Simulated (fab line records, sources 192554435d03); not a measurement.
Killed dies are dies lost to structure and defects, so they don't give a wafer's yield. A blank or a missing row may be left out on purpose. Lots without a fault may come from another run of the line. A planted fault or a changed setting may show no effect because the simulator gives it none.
Chamber matching | flow n5_finfet | N5_MOL_CONTACT_COAG_ALD_20 on ald_metal-03: 4 sister chambers
The step deposits TiN, target thk 1.5 nm, pulse time 1 s, purge time 3 s. 8 wafers are shown with their chamber, then 12 later ones without.

WAFERS WITH THEIR CHAMBER
wafer  | chamber | heater_power_w (W) | precursor_pulse_height_rel
L082.1 | 3       | 835                | 1.018
L082.4 | 2       | 785                | 1.024
L082.6 | 1       | 945                | 1.002
L085.4 | 1       | 947                | 1.016
L085.6 | 0       | 927                | 0.990
L088.4 | 2       | 790                | 1.016
L088.5 | 3       | 845                | 0.990
L088.6 | 0       | 932                | 0.981

WAFERS WITHOUT THEIR CHAMBER
wafer  | heater_power_w (W) | precursor_pulse_height_rel
L089.1 | 926                | 1.004
L089.3 | 848                | 1.031
L089.4 | 936                | 0.997
L091.1 | 945                | 1.006
L091.2 | 915                | 1.033
L091.3 | 766                | 0.962
L094.1 | 776                | 0.994
L094.2 | 962                | 1.037
L094.6 | 790                | 1.003
L097.4 | 901                | 1.015
L097.5 | 963                | 1.003
L097.6 | 911                | 1.018

WHICH CHAMBER EACH WENT THROUGH
wafer  | from the rows above     | in truth
L089.1 | 0                       | 0
L089.3 | 3                       | 3
L089.4 | can't be placed: 0 or 1 | 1
L091.1 | 1                       | 1
L091.2 | 0                       | 0
L091.3 | 2                       | 2
L094.1 | 2                       | 2
L094.2 | 1                       | 1
L094.6 | 2                       | 2
L097.4 | 0                       | 0
L097.5 | 1                       | 1
L097.6 | 0                       | 0
Placed correctly: 11 of 12. Can't be placed from these rows: 1 (the true chamber is among the candidates in 1). Placed wrongly: 0.
How it was worked out, from the rows above alone: a wafer's distance from a chamber is the root of the sum, over the readings, of the square of ((its reading less the chamber's mean) divided by the reading's scatter). The wafer belongs to the nearest chamber; if the next one is less than 2 further off, it can't be placed. A chamber's mean is the mean of its shown wafers. The scatter: the root of (the sum of the squares of (reading less its chamber's mean) over the shown wafers, divided by (wafers less chambers)).
